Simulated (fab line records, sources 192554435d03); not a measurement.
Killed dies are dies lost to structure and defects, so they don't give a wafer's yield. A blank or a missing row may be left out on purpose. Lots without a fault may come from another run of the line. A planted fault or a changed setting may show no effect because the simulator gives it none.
A struck lot beside a sound one | flow n5_finfet | 20 steps out of a route of 1938
Sound: wafers L328.1, L328.4, L328.6. Struck: wafer L343.3. (L343.4, L343.6 of the same lot were not struck and are left out.) The cause comes at the end.
At each step with rows: each side's tool, then ch and its chambers, then its first start. Under that, the readings that differ: sound wafers | struck wafers | difference of the means | sigmas: that difference in standard deviations of wafers without a fault.
alike: readings whose means differ by less than 2 such deviations, and words and numbers that are the same on both sides. not compared: withheld readings, readings that some wafer has no value for, bounds like >300 that may hide the same value, and numbers for which the record gives no deviation and whose values overlap.
The two part at a step that has a row with sigmas, a row that says differs or no value, or rows on one side only. Numbers that don't overlap but have no deviation are shown without sigmas and don't part them. A reading that every wafer of one side lacks parts them only if that side has two wafers or more.

first, 8 steps without rows for these wafers: N5_BEOL_M13_COAT_58 (time 60 s, resist thk 89 nm); N5_BEOL_M13_COAT_04 (resist thk 400 nm); N5_BEOL_M13_EBR_06; N5_BEOL_M13_SOFTBAKE_05 (time 60 s); N5_BEOL_M13_EXPOSE_07 (exposes mask V12); N5_BEOL_M13_PEB_08 (peb time 90 s); N5_BEOL_M13_DEVELOP_09 (develop time 45 s); N5_BEOL_M13_HARDBAKE_14 (time 120 s).
N5_BEOL_M13_CD_MEAS_10: target cd 190 nm.
  sound on cd_sem-01 ch 0, day 14 10:16; struck on cd_sem-02 ch 0, day 18 10:50
  alike: cd_nm
N5_BEOL_M13_OVL_MEAS_11:
  sound on overlay-01 ch 0, day 14 10:18; struck on overlay-02 ch 0, day 18 10:52
  alike: V12_OVL
N5_BEOL_M13_INSPECT_12: inspects for defects (macro).
  sound on defect_inspect-02, day 14 10:19; struck on defect_inspect-01, day 18 10:53
  reading          | sound | struck | difference | sigmas
  raw_defect_count | 1 1 0 | 4      | +3         | +2
N5_BEOL_M13_DESCUM_15: chemistry O2, time 7.9 s.
  sound on rie_diel-03 ch 1,2, day 14 10:21; struck on rie_diel-03 ch 0, day 18 10:56
  reading                     | sound          | struck | difference | sigmas
  drypump_motor_current_A (A) | 5.3 6.1 6.1    | 4.8    | -1.0       | -2
  oes_product_au (a.u.)       | 0.90 0.98 0.98 | 0.75   | -0.20      | -2
  alike: rf_vpp_V, showerhead_plenum_p_Torr, temp_c, throttle_valve_pct
  not compared: rf_hours_counter_h
N5_BEOL_M13_ETCH_59: etches BARC in N2/H2, target depth 89 nm, overetch 26.7 nm, time 67.9 s.
  sound on rie_diel-03 ch 1,2, day 14 10:23; struck on rie_diel-03 ch 0, day 18 10:58
  reading                                    | sound             | struck | difference | sigmas
  drypump_motor_current_A (A)                | 5.3 6.1 6.1       | 4.7    | -1.1       | -2
  oes_product_au (a.u.)                      | 0.77 0.83 0.83    | 0.66   | -0.15      | -2
  rf_vpp_V (V)                               | 528.1 526.3 525.0 | 521.0  | -5.5       | -2
  model.coat_of_BEOL_M13_COAT_04.thk_nm (nm) | 316.6 315.8 315.2 | 297.4  | -18.5      |
  alike: showerhead_plenum_p_Torr, throttle_valve_pct
  not compared: rf_hours_counter_h
N5_BEOL_M13_VIA_ETCH_16: etches SiOC in C4F8/O2/Ar, target depth 921.7 nm.
  sound on rie_diel-03 ch 1,2, day 14 10:26; struck on rie_diel-03 ch 0, day 18 11:01
  reading                                    | sound          | struck | difference | sigmas
  drypump_motor_current_A (A)                | 5.3 6.1 6.0    | 4.8    | -1.0       | -2
  oes_product_au (a.u.)                      | 0.82 0.89 0.89 | 0.68   | -0.19      | -2
  model.coat_of_BEOL_M13_COAT_04.thk_nm (nm) | 70.2 67 66.2   | 54.4   | -13.4      |
  alike: rf_vpp_V, showerhead_plenum_p_Torr, throttle_valve_pct
N5_BEOL_M13_STRIP_63: strips in N2/H2.
  sound on plasma_asher-02 ch 1, day 14 10:41; struck on plasma_asher-02 ch 1, day 18 11:16
  reading                      | sound             | struck | difference | sigmas
  oes_product_au (a.u.)        | 0.672 0.672 0.674 | 0.662  | -0.011     | -2
  strip_time_to_endpoint_s (s) | 27.7 26.8 26.6    | 23.0   | -4.0       | -4
  alike: drypump_motor_current_A, heater_power_w, temp_c
  not compared: rf_hours_counter_h
N5_BEOL_M13_STRIP_64: strips in N2/H2.
  sound on plasma_asher-02 ch 1, day 14 10:44; struck on plasma_asher-02 ch 1, day 18 11:20
  alike: drypump_motor_current_A, heater_power_w, oes_product_au, strip_time_to_endpoint_s, temp_c
  not compared: rf_hours_counter_h
then, 2 steps without rows for these wafers: N5_BEOL_M13_STRIP_71 (strips in post etch residue remover, time 60 s); N5_BEOL_M13_SRD_72 (time 30 s, dry time 30 s).
N5_BEOL_M13_CD_MEAS_17: target cd 190 nm.
  sound on cd_sem-03, day 14 10:53; struck on cd_sem-03, day 18 11:28
  alike: cd_nm
then, 1 step without rows for these wafers: N5_BEOL_M13_COAT_65 (time 60 s, resist thk 350 nm).

WHERE THEY PART
First at N5_BEOL_M13_INSPECT_12; last, within this record, at N5_BEOL_M13_STRIP_63. Later steps at which nothing parts them and some readings are alike: N5_BEOL_M13_STRIP_64, N5_BEOL_M13_CD_MEAS_17.

WHY: what the simulator had put in
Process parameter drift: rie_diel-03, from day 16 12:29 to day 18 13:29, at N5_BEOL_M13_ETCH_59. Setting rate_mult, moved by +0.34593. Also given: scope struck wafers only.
